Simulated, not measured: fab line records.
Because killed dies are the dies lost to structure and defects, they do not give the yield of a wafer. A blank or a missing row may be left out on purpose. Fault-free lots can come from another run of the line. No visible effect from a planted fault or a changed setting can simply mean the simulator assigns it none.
Code-filled problem report in 8D (eight disciplines) form :: flow n5 finfet :: the parts of the form that need people (team, actions taken, sign-off) are left out

## 1. PROBLEM STATEMENT
A mean of 352.86 C is read at N5_BEOL_M4_ILD_DEP_00 for susceptor temp C, taken on 1 wafer of 1 lot, against 350.03 C (standard deviation 0.2) on wafers free of any fault. Relative to the usual mean, that is a shift of +14 standard deviations.
The step: deposits SiOC from DEMS/O2, target thk 79 nm, time 15.3 s.
Earliest sighting: wafer L370.4 on pecvd-01 at day 11 21:06. The record has a number at this step for 30 wafers belonging to 10 lots. The rule behind "out" and "out of limits": a value lying over 4 standard deviations away from the usual mean. Any other wafer with a number is counted as sound.

## 2. WHAT IT IS AND WHAT IT IS NOT
question: which readings at this step
is: susceptor temp C
is not: heater power outer w, heater power w, showerhead plenum p Torr, throttle valve pct

question: which lots
is: L370
is not: L356, L357, L358, L360, L364, L365, L367, L368, L376

question: which wafers of those lots
is: L370.4
is not: L370.3, L370.6

question: read on which tools
is: pecvd-01
is not: pecvd-03, pecvd-04

question: when
is: from day 11 21:06
is not: up to then (26 sound wafers); but 3 sound wafers of L376 came after

## 3. WHAT RULES OUT EACH SUSPECT
Counting: if a tool at a process step up to the reading ran every lot that is out, it stays a suspect. Sound lots after the first of them don't rule it out here, since some wafers of a struck lot are sound.
- cvd co-02 at N5_BEOL_M3_PRE_CLEAN_60 (time 15 s): kept. L370, the lot that is out, went through it at day 11 20:49; up to then, the latest sound lot through it was L368 at day 11 10:50.
- pecvd-01 at N5_BEOL_M3_DEP_57 (deposits SiCN from 3MS/NH3, target thk 8 nm, time 14 s): kept. L370, the lot that is out, went through it at day 11 20:58; up to then, the latest sound lot through it was L365 at day 10 16:53.
- pecvd-01 at N5_BEOL_M4_ILD_DEP_00 (deposits SiOC from DEMS/O2, target thk 79 nm, time 15.3 s): kept. L370, the lot that is out, went through it at day 11 21:06; up to then, the latest sound lot through it was L365 at day 10 17:01. Its own susceptor temp C readings are out on those wafers.
- Within pecvd-01 at N5_BEOL_M3_DEP_57: the wafers that are out ran in chamber 2; their sound lot-mates ran in chambers 0, 1.
- Within pecvd-01 at N5_BEOL_M4_ILD_DEP_00: the wafers that are out ran in chamber 1; their sound lot-mates ran in chambers 0, 2.
The count leaves cvd co-02 at N5_BEOL_M3_PRE_CLEAN_60, pecvd-01 at N5_BEOL_M3_DEP_57, and pecvd-01 at N5_BEOL_M4_ILD_DEP_00.

## 4. THE CAUSE (what the simulator had put in)
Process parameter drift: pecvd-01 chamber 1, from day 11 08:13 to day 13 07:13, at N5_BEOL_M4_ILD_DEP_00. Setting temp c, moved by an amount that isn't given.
Counting leaves 3 suspects; this tool is one of them.

## 5. THE EFFECT CHAIN, in route order
Each row: a reading whose mean over the struck wafers that have a number lies more than 3 standard deviations from the usual. Scope: only readings with a usual standard deviation given in the record; hours: median across lots of the time from each lot's start at the first step in this table that gives one to its start at this step; sigmas: change in usual standard deviations.
hours: 0
step: N5_BEOL_M4_ILD_DEP_00
reading: susceptor temp C
usual: 350.03 C
on struck wafers: 352.86
change: +2.83
sigmas: +14
Process steps it contains:
- N5_BEOL_M4_ILD_DEP_00: deposits SiOC from DEMS/O2, target thk 79 nm, time 15.3 s.
Later measuring or inspecting steps at which every struck wafer that the step has a row for has a number for every such reading, and none has moved that far: N5_BEOL_M4_RC_MEAS_101.

## 6. HOW IT WOULD HAVE BEEN CAUGHT EARLIER
The fault began at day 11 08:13; the first out-of-limits reading in this record came at day 11 21:06, 13 hours later.
